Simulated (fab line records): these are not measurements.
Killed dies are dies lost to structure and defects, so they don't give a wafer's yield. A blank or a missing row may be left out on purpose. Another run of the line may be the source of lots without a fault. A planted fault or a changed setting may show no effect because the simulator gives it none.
Chamber matching -- flow nand_harc -- 4 sister chambers for NHARC_A_BLC_STRIP_29 on rie_diel-10
The step strips in CF4. 8 wafers are shown with their chamber, then 8 later ones without.

== EACH WAFER AND ITS CHAMBER ==
wafer,chamber,showerhead_plenum_p_Torr (Torr),drypump_motor_current_A (A)
L074.6,1,1.74,5.9
L079.4,2,1.89,5.2
L078.1,0,1.74,5.1
L078.6,0,1.74,5.1
L083.1,3,1.71,6.4
L083.2,2,1.89,5.1
L083.6,1,1.74,5.9
L088.1,3,1.70,6.3

== WAFERS MISSING THEIR CHAMBER ==
wafer,showerhead_plenum_p_Torr (Torr),drypump_motor_current_A (A)
L088.3,1.74,5.9
L088.6,1.89,5.2
L092.1,1.74,5.1
L092.2,1.70,6.3
L092.5,1.89,5.2
L091.2,1.70,6.3
L091.5,1.89,5.2
L091.6,1.70,6.4

== WHICH CHAMBER EACH WENT THROUGH ==
wafer,from the rows above,in truth
L088.3,1,1
L088.6,2,2
L092.1,0,0
L092.2,3,3
L092.5,2,2
L091.2,3,3
L091.5,2,2
L091.6,3,3
Correctly placed: 8 of 8. Left unplaced by these rows: 0. Placed wrongly: 0.
How it was worked out, from the rows above alone: a wafer's distance from a chamber is the root of the sum, over the readings, of the square of ((its reading less the chamber's mean) divided by the reading's scatter). If the next closest chamber is less than 2 further off than the closest, the wafer can't be placed; otherwise it belongs to the closest. For every chamber, the mean is computed from those of its wafers that are shown. How the scatter is found: for the shown wafers, subtract from each reading the mean of its chamber, square and add these, divide the total by (wafers less chambers), then take the root.
